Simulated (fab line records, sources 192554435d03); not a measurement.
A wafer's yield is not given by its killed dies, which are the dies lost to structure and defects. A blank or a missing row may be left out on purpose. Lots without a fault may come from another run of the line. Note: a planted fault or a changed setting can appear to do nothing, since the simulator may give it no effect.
fab line records	flow n5_finfet
record lots=24	wafers=72	last_day=18
route steps=1938 shown BEOL_M10@1524 BEOL_M11@1537
lots that met no fault: from a run of the same line without faults
start_h: hours from the record's opening day to when the first of the lot's shown wafers began	wait_h: time in hours since the lot's previous step	" identical to the entry in the row above	L1.1+2: several wafers, shown together as one row	- value missing, or start not given	* or withheld: withheld	< > ~ a bound
route shown NAME@n: a module of which the file shows steps, and the number in the route of the first	usual: mean/standard deviation taken from wafers without a fault	same: alike in all rows	chamber/n: place in a boat	sites: the reading at each site	_std_site: the values' standard deviation	_edge_site: outer sites' mean less inner sites'	radius_mm: for every site, how far away it sits from the centre of the wafer	mask NAME#n: copy n	behind: the most recent tool/chamber to have shaped the wafer	hold: the reason the lot was held/the length of the hold in hours/how it ended	device: the n, p or np transistor that did not switch	end of line: at the end of the route, the tests of the same wafers	a step with no rows: only its recipe	killed: the dies lost at the first sort to structure and to defects; this is not the yield of the wafer	map: a wafer's dies, marking killed ones x, the rest . and places with no die _
set.NAME: the setting as run; set.NAME@STEP: as run at that earlier step	model.NAME: the simulator's own value behind a step, which no gauge read
one table for each step of the route and one row for each wafer, over a sample of lots
services: the hour from which a tool's chamber was out of use, counted from the record's first day as start_h (under 0 if before that day), plus the number of hours and why
## steps
# step N5_BEOL_M10_ALD_74
# recipe material=TaN	target_thk_a=20	temp_c=275	ald_precursor_family=PDMAT	ald_co_reactant=NH3	pressure_torr=3	carrier_flow_sccm=1500	pulse_time_s=2	purge_time_s=3	co_reactant_purge_time_s=2	co_reactant_pulse_time_s=3	ald_cycles=40	precursor_vessel_temp_c=75	precursor_vessel_pressure_torr=26.25	precursor_vessel_carrier_sccm=1000
# usual heater_power_w=429/37
lot.wafer	tool	chamber	start_h	wait_h	heater_power_w
L074.2	ald_metal-03	2	219.75	0.0	461
L074.3	"	0	"	"	432
L074.4	"	3	"	"	395
L075.1	ald_metal-02	0	232.58	0.0	403
L075.2	"	1	"	"	436
L075.5	"	1	"	"	431
L076.2	ald_metal-03	3	238.66	0.0	396
L076.4	"	0	"	"	430
L076.5	"	0	"	"	445
L077.3	ald_metal-01	0	241.97	0.0	413
L077.5	"	2	"	"	360
L077.6	"	1	"	"	463
L078.1	ald_metal-01	2	247.66	0.0	373
L078.4	"	0	"	"	434
L078.5	"	0	"	"	430
L079.1	ald_metal-03	3	259.40	0.0	403
L079.3	"	0	"	"	441
L079.5	"	1	"	"	411
L080.2	ald_metal-03	1	263.13	0.0	392
L080.5	"	3	"	"	394
L080.6	"	0	"	"	438
L084.1	ald_metal-03	2	266.77	0.1	473
L084.3	"	3	"	"	391
L084.6	"	0	"	"	432
L081.1	ald_metal-01	3	267.85	0.0	489
L081.2	"	2	"	"	359
L081.3	"	1	"	"	462
L082.1	ald_metal-03	2	273.55	0.0	459
L082.3	"	0	"	"	425
L082.5	"	2	"	"	462
L083.2	ald_metal-01	2	283.15	0.0	366
L083.5	"	3	"	"	465
L083.6	"	1	"	"	472
L086.3	ald_metal-02	3	292.01	0.2	471
L086.4	"	0	"	"	406
L086.5	"	3	"	"	464
L085.2	ald_metal-01	1	293.29	0.1	478
L085.5	"	3	"	"	479
L085.6	"	2	"	"	361
L088.2	ald_metal-01	1	307.89	0.0	485
L088.3	"	0	"	"	433
L088.5	"	3	"	"	478
L087.1	ald_metal-03	1	311.53	0.3	395
L087.4	"	0	"	"	431
L087.5	"	0	"	"	441
L089.1	ald_metal-01	2	315.44	0.0	375
L089.2	"	1	"	"	471
L089.4	"	3	"	"	490
L090.1	ald_metal-01	2	315.70	0.2	365
L090.2	"	1	"	"	471
L090.3	"	0	"	"	421
L092.4	ald_metal-02	1	326.76	0.0	442
L092.5	"	2	"	"	440
L092.6	"	3	"	"	468
L095.1	ald_metal-03	2	333.79	0.0	460
L095.2	"	0	"	"	437
L095.3	"	1	"	"	396
L093.1	ald_metal-03	2	336.76	0.0	462
L093.4	"	3	"	"	397
L093.6	"	0	"	"	438
L094.1	ald_metal-01	3	345.28	0.3	469
L094.2	"	0	"	"	419
L094.3	"	2	"	"	368
L096.1	ald_metal-03	1	353.14	0.0	394
L096.3	"	0	"	"	408
L096.4	"	3	"	"	374
L097.1	ald_metal-02	0	356.32	0.1	409
L097.3	"	2	"	"	445
L097.6	"	0	"	"	401
L091.3	ald_metal-02	2	373.00	0.1	445
L091.4	"	3	"	"	459
L091.6	"	2	"	"	450
# step N5_BEOL_M11_CURE_71
# recipe temp_c=385	time_s=240	ambient=He/Ar	material=SiCOH_lowk
# usual lamp_power_pct=52.31/0.055	wafer_temp_C_max=386.8/0.55
lot.wafer	tool	chamber	start_h	wait_h	lamp_power_pct	wafer_temp_C_max
L074.2	uv_cure-01	0	223.43	0.1	52.29	387.0
L074.3	"	0	"	"	52.32	387.5
L074.4	"	0	"	"	52.33	387.4
L075.1	uv_cure-03	2	234.65	0.0	52.27	387.0
L075.2	"	2	"	"	52.28	387.0
L075.5	"	2	"	"	52.32	387.1
L076.2	uv_cure-03	2	240.47	0.1	52.38	386.3
L076.4	"	2	"	"	52.30	386.6
L076.5	"	2	"	"	52.29	386.6
L077.3	uv_cure-02	2	243.75	0.2	52.40	387.0
L077.5	"	2	"	"	52.45	386.8
L077.6	"	2	"	"	52.34	386.3
L078.1	uv_cure-01	0	249.37	0.1	52.33	387.3
L078.4	"	0	"	"	52.25	387.6
L078.5	"	0	"	"	52.30	387.4
L079.1	uv_cure-02	2	260.98	0.0	52.36	386.3
L079.3	"	2	"	"	52.27	386.5
L079.5	"	2	"	"	52.33	386.9
L080.2	uv_cure-02	2	266.41	0.1	52.33	386.3
L080.5	"	2	"	"	52.32	387.1
L080.6	"	2	"	"	52.38	386.5
L084.1	uv_cure-02	2	268.61	0.0	52.28	386.1
L084.3	"	2	"	"	52.25	386.3
L084.6	"	2	"	"	52.26	386.5
L081.1	uv_cure-02	2	269.73	0.0	52.30	387.0
L081.2	"	2	"	"	52.35	386.5
L081.3	"	2	"	"	52.27	387.0
L082.1	uv_cure-03	1	275.29	0.0	52.37	388.0
L082.3	"	1	"	"	52.31	386.7
L082.5	"	1	"	"	52.34	387.8
L083.2	uv_cure-03	2	286.69	0.1	52.26	386.2
L083.5	"	2	"	"	52.31	386.8
L083.6	"	2	"	"	52.21	386.9
L086.3	uv_cure-01	2	294.43	0.2	52.36	386.3
L086.4	"	2	"	"	52.32	386.2
L086.5	"	2	"	"	52.43	386.1
L085.2	uv_cure-03	0	295.14	0.1	52.36	386.3
L085.5	"	0	"	"	52.38	386.5
L085.6	"	0	"	"	52.33	386.0
L088.2	uv_cure-01	0	309.64	0.2	52.30	387.0
L088.3	"	0	"	"	52.26	388.1
L088.5	"	0	"	"	52.25	387.5
L087.1	uv_cure-01	2	313.27	0.0	52.24	386.4
L087.4	"	2	"	"	52.34	386.2
L087.5	"	2	"	"	52.33	386.5
L089.1	uv_cure-02	1	317.24	0.0	52.25	387.0
L089.2	"	1	"	"	52.23	386.8
L089.4	"	1	"	"	52.30	386.9
L090.1	uv_cure-02	2	318.48	0.1	52.31	387.0
L090.2	"	2	"	"	52.38	387.5
L090.3	"	2	"	"	52.37	386.8
L092.4	uv_cure-03	1	328.89	0.3	52.35	387.8
L092.5	"	1	"	"	52.22	386.7
L092.6	"	1	"	"	52.34	387.1
L095.1	uv_cure-01	0	335.48	0.0	52.36	387.4
L095.2	"	0	"	"	52.30	387.9
L095.3	"	0	"	"	52.28	387.1
L093.1	uv_cure-03	0	338.83	0.1	52.30	386.5
L093.4	"	0	"	"	52.35	387.0
L093.6	"	0	"	"	52.35	385.7
L094.1	uv_cure-03	0	347.65	0.0	52.38	386.0
L094.2	"	0	"	"	52.32	386.7
L094.3	"	0	"	"	52.35	386.7
L096.1	uv_cure-01	1	355.93	0.0	52.35	386.2
L096.3	"	1	"	"	52.27	386.2
L096.4	"	1	"	"	52.27	386.4
L097.1	uv_cure-01	1	358.06	0.0	52.32	385.9
L097.3	"	1	"	"	52.30	386.0
L097.6	"	1	"	"	52.27	386.6
L091.3	uv_cure-03	1	374.90	0.2	52.24	387.3
L091.4	"	1	"	"	52.34	387.6
L091.6	"	1	"	"	52.35	388.0
# step N5_BEOL_M11_HM_OPEN_17
# recipe chemistry=Cl2/BCl3	target_depth_a=200	overetch_a=60	target=TiN	mask_material=SOC	ion_energy_ev=150	pressure_mtorr=10	icp_w=1000	bias_w=126	Cl2_flow_sccm=53.25	bcl3_flow_sccm=21.75	Ar_flow_sccm=25
# usual drypump_motor_current_A=5.7/0.41	oes_product_au=0.63/0.058	throttle_valve_pct=21.99/0.15
lot.wafer	tool	chamber	start_h	wait_h	drypump_motor_current_A	oes_product_au	rf_hours_counter_h	throttle_valve_pct
L074.2	rie_metal-01	0	227.00	0.0	5.9	0.57	90	21.93
L074.3	"	1	"	"	6.5	0.65	-	21.68
L074.4	"	0	"	"	6.0	0.57	-	21.94
L075.1	rie_metal-03	1	239.17	0.0	5.7	0.60	71	22.10
L075.2	"	0	"	"	5.4	0.60	66	22.17
L075.5	"	0	"	"	5.4	0.60	-	22.17
L076.2	rie_metal-02	0	242.54	0.0	5.2	0.76	10	21.85
L076.4	"	0	"	"	5.2	0.75	-	21.86
L076.5	"	1	"	"	6.0	0.62	-	21.98
L077.3	rie_metal-03	0	246.09	0.1	5.4	0.61	-	22.16
L077.5	"	0	"	"	5.3	0.61	-	22.17
L077.6	"	1	"	"	5.8	0.60	-	22.11
L078.1	rie_metal-02	0	252.58	0.0	5.2	0.75	12	21.86
L078.4	"	1	"	"	6.0	0.61	-	21.98
L078.5	"	1	"	"	6.0	0.62	-	21.99
L079.1	rie_metal-02	1	263.24	0.0	6.0	0.62	66	21.95
L079.3	"	0	"	"	5.2	0.76	-	21.84
L079.5	"	1	"	"	6.0	0.62	-	21.98
L080.2	rie_metal-02	1	269.09	0.0	6.0	0.61	67	22.00
L080.5	"	1	"	"	6.0	0.61	-	22.00
L080.6	"	0	"	"	5.2	0.75	-	21.86
L084.1	rie_metal-02	1	270.34	0.0	6.0	0.61	67	21.99
L084.3	"	1	"	"	6.0	0.62	-	21.98
L084.6	"	1	"	"	6.0	0.61	-	21.98
L081.1	rie_metal-03	0	273.30	0.0	5.4	0.62	69	22.16
L081.2	"	1	"	"	5.8	0.61	74	22.07
L081.3	"	0	"	"	5.4	0.60	-	22.16
L082.1	rie_metal-01	1	278.16	0.0	6.5	0.63	45	21.70
L082.3	"	1	"	"	6.6	0.64	-	21.70
L082.5	"	0	"	"	6.0	0.56	-	21.96
L083.2	rie_metal-03	1	289.33	0.0	5.8	0.60	76	22.10
L083.5	"	1	"	"	5.8	0.60	-	22.11
L083.6	"	0	"	"	5.4	0.60	-	22.16
L086.3	rie_metal-01	1	298.13	0.1	6.5	0.63	-	21.72
L086.4	"	0	"	"	6.0	0.56	-	21.97
L086.5	"	0	"	"	6.0	0.57	-	21.97
L085.2	rie_metal-02	1	298.35	0.0	6.0	0.60	69	22.00
L085.5	"	1	"	"	6.0	0.62	-	21.97
L085.6	"	0	"	"	5.2	0.74	-	21.86
L088.2	rie_metal-03	1	313.64	0.0	5.7	0.59	78	22.12
L088.3	"	0	"	"	5.4	0.60	-	22.18
L088.5	"	0	"	"	5.4	0.59	-	22.18
L087.1	rie_metal-03	0	316.32	0.0	5.4	0.59	73	22.19
L087.4	"	1	"	"	5.8	0.59	-	22.11
L087.5	"	0	"	"	5.4	0.60	-	22.18
L089.1	rie_metal-02	0	319.27	0.0	5.2	0.72	18	21.88
L089.2	"	1	"	"	6.0	0.60	72	22.00
L089.4	"	1	"	"	6.0	0.60	-	21.98
L090.1	rie_metal-01	0	320.43	0.0	6.0	0.56	99	21.96
L090.2	"	1	"	"	6.6	0.63	49	21.70
L090.3	"	0	"	"	6.0	0.56	-	21.98
L092.4	rie_metal-03	1	331.23	0.1	5.8	0.59	-	22.11
L092.5	"	0	"	"	5.4	0.60	-	22.15
L092.6	"	1	"	"	5.8	0.60	-	22.11
L095.1	rie_metal-03	0	337.62	0.0	5.4	0.60	75	22.16
L095.2	"	1	"	"	5.8	0.60	80	22.10
L095.3	"	1	"	"	5.8	0.60	-	22.11
L093.1	rie_metal-02	0	342.20	0.0	5.3	0.72	20	21.87
L093.4	"	0	"	"	5.2	0.72	-	21.88
L093.6	"	0	"	"	5.2	0.72	-	21.89
L094.1	rie_metal-03	0	349.24	0.0	5.4	0.60	76	22.18
L094.2	"	1	"	"	5.8	0.58	81	22.14
L094.3	"	0	"	"	5.4	0.59	-	22.16
L096.1	rie_metal-01	1	357.87	0.0	6.5	0.63	52	21.71
L096.3	"	1	"	"	6.6	0.63	-	21.70
L096.4	"	0	"	"	6.0	0.56	-	21.97
L097.1	rie_metal-02	1	362.15	0.0	6.0	0.59	76	22.02
L097.3	"	1	"	"	6.0	0.60	-	22.01
L097.6	"	0	"	"	5.2	0.71	-	21.89
L091.3	rie_metal-02	1	378.21	0.1	6.0	0.59	-	22.03
L091.4	"	0	"	"	5.2	0.70	-	21.91
L091.6	"	1	"	"	6.0	0.59	-	22.01
# step N5_BEOL_M11_STRIP_19
# recipe chemistry=O2	power_w=400	temp_c=40	pressure_mtorr=30	rf_frequency_hz=6e+07	bias_power_w=0	overash_fraction=0.2	o2_flow_sccm=225
# usual drypump_motor_current_A=5.8/0.4	o2_flow_sccm=225.0/0.68	oes_product_au=0.80/0.07	rf_vpp_V=3.6/0.6	showerhead_plenum_p_Torr=2.11/0.083	throttle_valve_pct=16.68/0.2
lot.wafer	tool	chamber	start_h	wait_h	drypump_motor_current_A	o2_flow_sccm	oes_product_au	rf_hours_counter_h	rf_vpp_V	showerhead_plenum_p_Torr	throttle_valve_pct
L074.2	rie_diel-03	3	227.11	0.1	6.0	224.9	0.89	29	3.1	2.23	16.68
L074.3	"	0	"	"	5.4	225.5	0.74	165	4.2	2.09	16.84
L074.4	"	1	"	"	6.0	224.2	0.72	203	3.0	2.00	16.75
L075.1	rie_diel-03	2	239.30	0.1	6.2	225.1	0.83	87	3.8	2.11	16.45
L075.2	"	1	"	"	6.0	225.8	0.72	207	2.9	1.99	16.75
L075.5	"	0	"	"	5.4	226.2	0.75	-	4.1	2.09	16.84
L076.2	rie_diel-05	2	242.69	0.1	5.4	223.9	0.84	89	4.6	2.21	16.61
L076.4	"	0	"	"	6.3	225.3	0.85	-	4.0	2.04	16.90
L076.5	"	1	"	"	5.3	224.8	0.85	-	4.2	2.21	16.45
L077.3	rie_diel-03	1	246.17	0.1	6.0	225.2	0.72	209	3.4	1.99	16.75
L077.5	"	0	"	"	5.4	226.1	0.74	-	3.9	2.09	16.84
L077.6	"	1	"	"	6.0	225.6	0.71	-	2.4	1.99	16.74
L078.1	rie_diel-05	1	252.69	0.1	5.3	226.2	0.85	78	2.8	2.21	16.45
L078.4	"	1	"	"	5.3	226.0	0.85	-	5.1	2.21	16.47
L078.5	"	2	"	"	5.4	224.9	0.83	-	4.1	2.21	16.62
L079.1	rie_diel-03	3	263.50	0.2	6.1	224.6	0.89	40	3.4	2.22	16.70
L079.3	"	0	"	"	5.4	226.0	0.74	175	2.9	2.08	16.87
L079.5	"	3	"	"	6.1	224.0	0.90	-	3.0	2.22	16.71
L080.2	rie_diel-03	3	269.20	0.1	6.0	224.7	0.89	42	4.2	2.22	16.71
L080.5	"	0	"	"	5.4	224.8	0.73	-	3.4	2.08	16.86
L080.6	"	1	"	"	6.0	225.0	0.71	-	2.4	1.99	16.77
L084.1	rie_diel-05	0	270.45	0.1	6.3	226.0	0.83	79	4.7	2.04	16.90
L084.3	"	2	"	"	5.4	225.4	0.83	100	3.3	2.21	16.63
L084.6	"	1	"	"	5.3	224.9	0.83	-	3.0	2.21	16.48
L081.1	rie_diel-05	3	273.41	0.1	5.3	225.3	0.98	1	2.9	2.06	16.20
L081.2	"	0	"	"	6.3	225.4	0.83	80	4.7	2.04	16.91
L081.3	"	1	"	"	5.3	225.3	0.84	86	3.0	2.21	16.48
L082.1	rie_diel-05	3	278.35	0.2	5.3	225.0	0.99	3	2.5	2.06	16.20
L082.3	"	0	"	"	6.3	225.2	0.83	82	4.1	2.04	16.90
L082.5	"	2	"	"	5.4	224.9	0.82	-	4.1	2.21	16.62
L083.2	rie_diel-04	1	289.59	0.2	5.4	224.9	0.82	82	4.1	2.03	16.98
L083.5	"	0	"	"	6.3	225.2	0.71	-	3.6	2.08	16.70
L083.6	"	3	"	"	6.1	225.7	0.72	-	3.0	1.99	16.65
L086.3	rie_diel-05	1	298.34	0.2	5.3	225.2	0.83	94	4.6	2.20	16.46
L086.4	"	3	"	"	5.3	225.1	0.95	8	3.8	2.06	16.21
L086.5	"	2	"	"	5.4	225.2	0.80	-	4.2	2.21	16.66
L085.2	rie_diel-03	0	298.46	0.1	5.4	225.2	0.73	184	3.1	2.08	16.87
L085.5	"	0	"	"	5.4	224.8	0.73	-	4.3	2.08	16.90
L085.6	"	3	"	"	6.0	224.4	0.88	-	3.3	2.22	16.73
L088.2	rie_diel-05	0	313.96	0.3	6.3	224.7	0.81	95	3.5	2.03	16.93
L088.3	"	2	"	"	5.4	224.2	0.80	115	3.0	2.20	16.65
L088.5	"	3	"	"	5.4	226.1	0.92	-	3.7	2.06	16.21
L087.1	rie_diel-05	2	316.69	0.3	5.4	223.8	0.81	116	2.9	2.20	16.67
L087.4	"	3	"	"	5.3	224.5	0.94	17	4.6	2.06	16.23
L087.5	"	0	"	"	6.3	223.7	0.82	-	4.2	2.03	16.94
L089.1	rie_diel-03	1	319.39	0.1	6.0	223.2	0.70	236	3.7	1.99	16.81
L089.2	"	3	"	"	6.1	226.0	0.86	63	5.0	2.21	16.74
L089.4	"	1	"	"	6.0	223.9	0.70	-	3.5	1.98	16.80
L090.1	rie_diel-03	3	320.66	0.2	6.0	224.2	0.85	64	2.4	2.21	16.76
L090.2	"	0	"	"	5.4	225.2	0.72	196	4.1	2.08	16.87
L090.3	"	2	"	"	6.2	225.1	0.79	110	3.8	2.10	16.48
L092.4	rie_diel-03	1	331.31	0.1	6.0	225.6	0.69	242	4.3	1.98	16.81
L092.5	"	3	"	"	6.1	224.3	0.85	-	3.1	2.21	16.78
L092.6	"	2	"	"	6.2	224.3	0.79	-	4.0	2.10	16.51
L095.1	rie_diel-05	2	337.87	0.2	5.4	226.3	0.80	126	3.5	2.20	16.65
L095.2	"	1	"	"	5.3	223.8	0.81	111	3.3	2.20	16.53
L095.3	"	0	"	"	6.3	225.0	0.80	107	2.6	2.03	16.94
L093.1	rie_diel-03	3	342.49	0.3	6.1	225.0	0.86	74	3.2	2.21	16.78
L093.4	"	2	"	"	6.2	225.5	0.79	120	3.6	2.10	16.52
L093.6	"	1	"	"	6.0	224.6	0.69	-	3.9	1.98	16.80
L094.1	rie_diel-03	2	349.35	0.1	6.2	224.9	0.78	123	4.1	2.10	16.53
L094.2	"	0	"	"	5.4	225.3	0.70	208	3.0	2.07	16.92
L094.3	"	1	"	"	6.0	224.8	0.69	250	4.4	1.98	16.81
L096.1	rie_diel-03	0	357.99	0.1	5.4	225.1	0.71	211	4.0	2.07	16.92
L096.3	"	3	"	"	6.1	224.7	0.84	80	3.9	2.21	16.79
L096.4	"	2	"	"	6.2	223.8	0.78	-	3.7	2.10	16.53
L097.1	rie_diel-04	3	362.27	0.1	6.0	225.0	0.71	199	2.5	1.99	16.70
L097.3	"	2	"	"	4.8	224.8	0.70	219	3.0	2.16	16.55
L097.6	"	0	"	"	6.3	224.6	0.71	-	4.0	2.08	16.74
L091.3	rie_diel-05	2	378.32	0.1	5.4	223.9	0.79	139	4.4	2.19	16.71
L091.4	"	1	"	"	5.3	225.4	0.79	125	3.2	2.19	16.56
L091.6	"	3	"	"	5.3	226.1	0.87	-	3.4	2.05	16.27
# step N5_BEOL_M11_INSPECT_30
# recipe mode=adi	inspect_instrument=brightfield
# usual raw_defect_count=434/110
lot.wafer	tool	chamber	start_h	wait_h	raw_defect_count
L074.2	defect_inspect-02	-	228.32	0.0	322
L074.3	"	-	"	"	329
L074.4	"	-	"	"	262
L075.1	defect_inspect-02	-	240.72	0.0	335
L075.2	"	-	"	"	473
L075.5	"	-	"	"	331
L076.2	defect_inspect-02	-	244.28	0.0	481
L076.4	"	-	"	"	393
L076.5	"	-	"	"	615
L077.3	defect_inspect-01	-	246.73	0.0	465
L077.5	"	-	"	"	510
L077.6	"	-	"	"	592
L078.1	defect_inspect-01	-	253.23	0.0	262
L078.4	"	-	"	"	323
L078.5	"	-	"	"	494
L079.1	defect_inspect-01	-	265.41	0.0	451
L079.3	"	-	"	"	297
L079.5	"	-	"	"	378
L084.1	defect_inspect-02	-	272.29	0.0	380
L084.3	"	-	"	"	384
L084.6	"	-	"	"	473
L080.2	defect_inspect-01	-	272.46	0.0	376
L080.5	"	-	"	"	432
L080.6	"	-	"	"	450
L081.1	defect_inspect-01	-	273.94	0.0	502
L081.2	"	-	"	"	595
L081.3	"	-	"	"	665
L082.1	defect_inspect-01	-	278.76	0.0	549
L082.3	"	-	"	"	469
L082.5	"	-	"	"	493
L083.2	defect_inspect-02	-	290.00	0.0	355
L083.5	"	-	"	"	501
L083.6	"	-	"	"	554
L086.3	defect_inspect-01	-	299.67	0.0	281
L086.4	"	-	"	"	244
L086.5	"	-	"	"	287
L085.2	defect_inspect-01	-	299.84	0.0	565
L085.5	"	-	"	"	556
L085.6	"	-	"	"	606
L088.2	defect_inspect-02	-	314.41	0.0	462
L088.3	"	-	"	"	612
L088.5	"	-	"	"	568
L087.1	defect_inspect-01	-	317.59	0.0	318
L087.4	"	-	"	"	271
L087.5	"	-	"	"	342
L089.1	defect_inspect-02	-	319.93	0.0	451
L089.2	"	-	"	"	464
L089.4	"	-	"	"	521
L090.1	defect_inspect-01	-	321.19	0.0	435
L090.2	"	-	"	"	301
L090.3	"	-	"	"	405
L092.4	defect_inspect-02	-	331.74	0.0	618
L092.5	"	-	"	"	766
L092.6	"	-	"	"	534
L095.1	defect_inspect-01	-	339.50	0.0	447
L095.2	"	-	"	"	496
L095.3	"	-	"	"	576
L093.1	defect_inspect-01	-	343.78	0.0	487
L093.4	"	-	"	"	533
L093.6	"	-	"	"	456
L094.1	defect_inspect-02	-	351.01	0.0	292
L094.2	"	-	"	"	294
L094.3	"	-	"	"	303
L096.1	defect_inspect-02	-	361.05	0.0	601
L096.3	"	-	"	"	517
L096.4	"	-	"	"	493
L097.1	defect_inspect-01	-	362.68	0.0	336
L097.3	"	-	"	"	393
L097.6	"	-	"	"	382
L091.3	defect_inspect-02	-	379.66	0.0	354
L091.4	"	-	"	"	521
L091.6	"	-	"	"	483
# step N5_BEOL_M11_ETCH_66
# recipe chemistry=N2/H2	target=SOC	target_depth_a=1200	overetch_a=240	mask_material=SiARC	temp_c=40	time_s=180	ion_energy_ev=200	pressure_mtorr=30	source_w=840	bias_w=150	n2_flow_sccm=200	h2_flow_sccm=200
# usual drypump_motor_current_A=5.8/0.45	oes_product_au=0.64/0.055	rf_vpp_V=523.9/2.9	showerhead_plenum_p_Torr=2.54/0.1	throttle_valve_pct=17.86/0.22
lot.wafer	tool	chamber	start_h	wait_h	drypump_motor_current_A	oes_product_au	rf_hours_counter_h	rf_vpp_V	showerhead_plenum_p_Torr	throttle_valve_pct
L074.2	rie_diel-05	0	228.44	0.0	6.3	0.68	63	522.4	2.48	18.12
L074.3	"	2	"	"	5.4	0.68	83	526.0	2.68	17.86
L074.4	"	3	"	"	5.3	0.57	245	522.9	2.50	17.76
L075.1	rie_diel-03	1	240.84	0.0	6.0	0.59	207	518.8	2.40	17.83
L075.2	"	0	"	"	5.4	0.60	169	524.3	2.54	17.95
L075.5	"	1	"	"	6.0	0.58	-	519.9	2.40	17.84
L076.2	rie_diel-05	1	244.40	0.0	5.3	0.67	75	528.2	2.69	17.62
L076.4	"	1	"	"	5.3	0.68	-	527.3	2.69	17.65
L076.5	"	0	"	"	6.3	0.68	-	520.9	2.48	18.12
L077.3	rie_diel-04	1	246.85	0.0	5.4	0.67	71	522.3	2.47	18.19
L077.5	"	1	"	"	5.4	0.66	-	520.5	2.47	18.21
L077.6	"	2	"	"	4.8	0.58	-	525.1	2.63	17.67
L078.1	rie_diel-05	1	253.34	0.0	5.3	0.68	78	528.6	2.68	17.63
L078.4	"	0	"	"	6.4	0.68	-	523.5	2.47	18.13
L078.5	"	1	"	"	5.3	0.68	-	526.5	2.68	17.62
L079.1	rie_diel-03	0	265.72	0.0	5.4	0.59	176	524.3	2.53	17.96
L079.3	"	3	"	"	6.1	0.72	41	529.7	2.70	18.00
L079.5	"	2	"	"	6.2	0.66	-	524.2	2.57	17.59
L084.1	rie_diel-03	1	272.41	0.0	6.0	0.58	217	520.6	2.40	17.85
L084.3	"	2	"	"	6.2	0.65	97	524.6	2.57	17.60
L084.6	"	0	"	"	5.4	0.59	-	521.6	2.53	17.95
L080.2	rie_diel-05	2	272.58	0.0	5.5	0.67	100	527.1	2.67	17.88
L080.5	"	0	"	"	6.4	0.66	-	522.0	2.47	18.14
L080.6	"	1	"	"	5.3	0.67	-	528.0	2.68	17.64
L081.1	rie_diel-03	2	274.21	0.0	6.2	0.66	98	523.5	2.57	17.62
L081.2	"	3	"	"	6.1	0.71	44	529.6	2.70	17.99
L081.3	"	1	"	"	5.9	0.57	218	520.2	2.40	17.84
L082.1	rie_diel-04	0	278.99	0.0	6.3	0.58	204	524.2	2.52	17.76
L082.3	"	1	"	"	5.4	0.66	79	522.8	2.46	18.23
L082.5	"	0	"	"	6.3	0.59	-	523.1	2.52	17.75
L083.2	rie_diel-04	0	290.12	0.0	6.3	0.58	208	524.2	2.52	17.76
L083.5	"	3	"	"	6.0	0.58	-	520.8	2.42	17.83
L083.6	"	0	"	"	6.3	0.58	-	523.3	2.52	17.78
L086.3	rie_diel-05	3	299.94	0.0	5.3	0.78	9	523.3	2.50	17.38
L086.4	"	1	"	"	5.3	0.66	94	527.1	2.68	17.66
L086.5	"	0	"	"	6.3	0.66	-	521.6	2.47	18.16
L085.2	rie_diel-03	3	301.47	0.0	6.1	0.70	53	528.9	2.70	18.03
L085.5	"	2	"	"	6.2	0.65	-	525.7	2.56	17.60
L085.6	"	1	"	"	6.0	0.57	-	520.7	2.40	17.85
L088.2	rie_diel-03	0	315.92	0.0	5.4	0.58	193	524.0	2.52	17.99
L088.3	"	3	"	"	6.1	0.69	61	527.8	2.69	18.01
L088.5	"	3	"	"	6.1	0.70	-	527.3	2.70	18.03
L087.1	rie_diel-05	3	318.08	0.0	5.3	0.74	17	521.8	2.49	17.39
L087.4	"	1	"	"	5.3	0.65	102	527.4	2.67	17.66
L087.5	"	2	"	"	5.4	0.64	-	527.2	2.67	17.89
L089.1	rie_diel-05	3	320.57	0.0	5.3	0.75	18	522.1	2.49	17.40
L089.2	"	0	"	"	6.3	0.64	98	521.0	2.46	18.18
L089.4	"	1	"	"	5.3	0.66	103	526.4	2.67	17.67
L090.1	rie_diel-03	0	322.09	0.0	5.4	0.58	196	522.8	2.52	17.99
L090.2	"	2	"	"	6.2	0.64	111	523.8	2.56	17.62
L090.3	"	3	"	"	6.1	0.69	65	528.4	2.69	18.06
L092.4	rie_diel-03	0	331.98	0.0	5.4	0.59	201	523.6	2.52	17.99
L092.5	"	0	"	"	5.4	0.58	-	521.8	2.52	18.00
L092.6	"	3	"	"	6.1	0.68	-	528.5	2.69	18.05
L095.1	rie_diel-03	3	339.62	0.0	6.1	0.68	72	528.2	2.69	18.06
L095.2	"	2	"	"	6.2	0.63	119	524.9	2.56	17.66
L095.3	"	1	"	"	6.0	0.57	246	519.0	2.39	17.90
L093.1	rie_diel-04	0	343.90	0.0	6.2	0.59	211	523.9	2.52	17.75
L093.4	"	3	"	"	6.0	0.58	193	521.3	2.42	17.85
L093.6	"	3	"	"	6.0	0.58	-	520.6	2.42	17.84
L094.1	rie_diel-03	1	351.13	0.0	6.0	0.56	250	519.6	2.39	17.89
L094.2	"	0	"	"	5.4	0.59	208	523.8	2.52	18.01
L094.3	"	3	"	"	6.1	0.67	77	528.4	2.69	18.07
L096.1	rie_diel-05	1	361.17	0.0	5.3	0.64	119	526.3	2.67	17.70
L096.3	"	0	"	"	6.3	0.63	115	522.5	2.46	18.21
L096.4	"	2	"	"	5.4	0.64	133	529.2	2.66	17.94
L097.1	rie_diel-04	3	363.09	0.0	6.0	0.58	199	520.2	2.42	17.88
L097.3	"	2	"	"	4.8	0.56	219	525.9	2.62	17.69
L097.6	"	1	"	"	5.4	0.64	-	519.9	2.46	18.26
L091.3	rie_diel-04	2	380.04	0.0	4.8	0.57	223	525.1	2.62	17.74
L091.4	"	0	"	"	6.3	0.57	226	523.4	2.51	17.80
L091.6	"	1	"	"	5.4	0.63	-	520.3	2.45	18.27
## services
tool	chamber	start_h	hours	kind
uv_cure-02	-	200.93	1.8	repair
rie_metal-02	1	203.98	7.3	repair
ald_metal-03	-	206.57	4.3	pm
rie_diel-04	3	210.71	1.6	repair
ald_metal-01	0	211.37	11.5	repair
ald_metal-01	1	217.23	12.6	repair
ald_metal-02	3	230.95	3.0	repair
rie_diel-05	1	245.40	1.7	repair
ald_metal-01	0	264.08	25.0	repair
rie_diel-04	2	270.32	2.7	repair
uv_cure-01	-	272.45	1.2	repair
rie_metal-03	-	279.19	0.3	repair
ald_metal-03	-	290.88	8.7	pm
rie_diel-04	2	293.38	3.7	repair
uv_cure-01	-	301.21	7.1	pm
rie_metal-01	-	311.80	2.8	pm
uv_cure-01	-	315.45	0.8	repair
uv_cure-02	-	320.65	1.0	pm
uv_cure-02	-	335.99	0.7	repair
ald_metal-03	-	337.25	14.0	pm
rie_metal-03	-	361.15	1.4	pm
rie_diel-03	-	370.21	10.0	pm
rie_metal-03	1	373.33	35.5	repair
rie_diel-04	2	373.47	3.8	repair
## key
fault none
